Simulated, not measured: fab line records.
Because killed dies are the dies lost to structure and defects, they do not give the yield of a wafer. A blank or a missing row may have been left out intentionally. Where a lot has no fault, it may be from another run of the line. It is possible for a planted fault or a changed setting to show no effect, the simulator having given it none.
Tool commonality check + flow n5-finfet + Lots sampled 7, wafers sampled 21

## THE REASON FOR OPENING IT
On 1 of the 7 lots, a flag is raised at N5_BEOL_M8_CD_MEAS_11 on the reading cd-nm. No-fault wafers: 38.4 nm, standard deviation 0.66.
Rule: a lot is flagged in two cases, either no wafer of it has a number, or all its wafers with numbers fall more than 4 standard deviations from that mean. The rest of the lots are taken to be sound.

| lot  | measured     | on        | cd-nm (nm), wafer by wafer | flag    |
|------|--------------|-----------|----------------------------|---------|
| L599 | day 9 15:48  | cd-sem-03 | 39.9 38.2 39.1             |         |
| L603 | day 11 12:32 | cd-sem-01 | 38.8 39.7 37.6             |         |
| L608 | day 12 10:55 | cd-sem-02 | 38.2 39.9 37.5             |         |
| L615 | day 14 03:50 | cd-sem-03 | 32.5 27.7 33.1             | FLAGGED |
| L618 | day 14 21:31 | cd-sem-02 | 38.6 39.4 38.0             |         |
| L621 | day 15 14:31 | cd-sem-03 | 39.6 38.1 38.5             |         |
| L620 | day 15 16:04 | cd-sem-02 | 38.0 38.8 38.7             |         |
On average the flagged lots' numbers are 31.1 nm, which is -7.3 nm against the usual, or -11 standard deviations.

## TOOL THAT RAN EACH LOT
Before the reading, the record contains 2 process steps out of a 1938-step route. Every cell lists first the tool, next ch and the chambers used by the sampled wafers, and last the start.
| lot  | flag    | N5_BEOL_M8_HM_DEP_02         | N5_BEOL_M8_EXPOSE_08               |
|------|---------|------------------------------|------------------------------------|
| L599 |         | pvd-sputter-02, day 9 15:26  | arfi-scanner-02 ch 0, day 9 15:41  |
| L603 |         | pvd-sputter-01, day 11 12:10 | arfi-scanner-01 ch 0, day 11 12:25 |
| L608 |         | pvd-sputter-01, day 12 10:32 | arfi-scanner-01 ch 0, day 12 10:47 |
| L615 | FLAGGED | pvd-sputter-03, day 14 03:27 | arfi-scanner-01 ch 0, day 14 03:43 |
| L618 |         | pvd-sputter-01, day 14 20:59 | arfi-scanner-02 ch 0, day 14 21:23 |
| L621 |         | pvd-sputter-01, day 15 14:01 | arfi-scanner-03 ch 0, day 15 14:23 |
| L620 |         | pvd-sputter-03, day 15 15:33 | arfi-scanner-02 ch 0, day 15 15:56 |
What is done by these steps:
- N5_BEOL_M8_HM_DEP_02: deposits TiN, target thk 20 nm.
- N5_BEOL_M8_EXPOSE_08: exposes mask M8.
- N5_BEOL_M8_CD_MEAS_11: target cd 38.5 nm.

## FLAGGED AGAINST TOTAL, ONE TOOL AT A TIME (gauges that did the reading follow at the end)
| step                  | tool            | lots run | flagged | share of the flagged lots | sound lots run after its first flagged lot |
|-----------------------|-----------------|----------|---------|---------------------------|--------------------------------------------|
| N5_BEOL_M8_HM_DEP_02  | pvd-sputter-01  | 4        | 0       | none                      | -                                          |
| N5_BEOL_M8_HM_DEP_02  | pvd-sputter-02  | 1        | 0       | none                      | -                                          |
| N5_BEOL_M8_HM_DEP_02  | pvd-sputter-03  | 2        | 1       | all                       | 1 (L620)                                   |
| N5_BEOL_M8_EXPOSE_08  | arfi-scanner-01 | 3        | 1       | all                       | 0                                          |
| N5_BEOL_M8_EXPOSE_08  | arfi-scanner-02 | 3        | 0       | none                      | -                                          |
| N5_BEOL_M8_EXPOSE_08  | arfi-scanner-03 | 1        | 0       | none                      | -                                          |
| N5_BEOL_M8_CD_MEAS_11 | cd-sem-01       | 1        | 0       | none                      | -                                          |
| N5_BEOL_M8_CD_MEAS_11 | cd-sem-02       | 3        | 0       | none                      | -                                          |
| N5_BEOL_M8_CD_MEAS_11 | cd-sem-03       | 3        | 1       | all                       | 1 (L621)                                   |

## WHAT IS ALLOWED BY THE TABLE
All flagged lots were run by 3 table rows, namely pvd-sputter-03 at N5_BEOL_M8_HM_DEP_02, arfi-scanner-01 at N5_BEOL_M8_EXPOSE_08, cd-sem-03 at N5_BEOL_M8_CD_MEAS_11.
- pvd-sputter-03 at N5_BEOL_M8_HM_DEP_02: 1 of its 2 lots flagged. Lots that were sound ran on it after the first flagged one (L620); a persistent fault on the entire tool would not allow that.
- arfi-scanner-01 at N5_BEOL_M8_EXPOSE_08: 1 of its 3 lots flagged. Last sound lot L608 at day 12 10:47, first flagged lot L615 at day 14 03:43; a fault beginning in between fits.
- cd-sem-03 at N5_BEOL_M8_CD_MEAS_11: 1 of its 3 lots flagged. Lots that were sound ran on it after the first flagged one (L621); a persistent fault on the entire tool would not allow that.
arfi-scanner-01 at N5_BEOL_M8_EXPOSE_08 is the single tool remaining.

## WHAT THE SIMULATOR HAD INSERTED
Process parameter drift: arfi-scanner-01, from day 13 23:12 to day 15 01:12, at N5_BEOL_M8_EXPOSE_08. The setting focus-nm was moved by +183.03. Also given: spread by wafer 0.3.
Shown lots that were struck: L615. This agrees with what the rule above found.
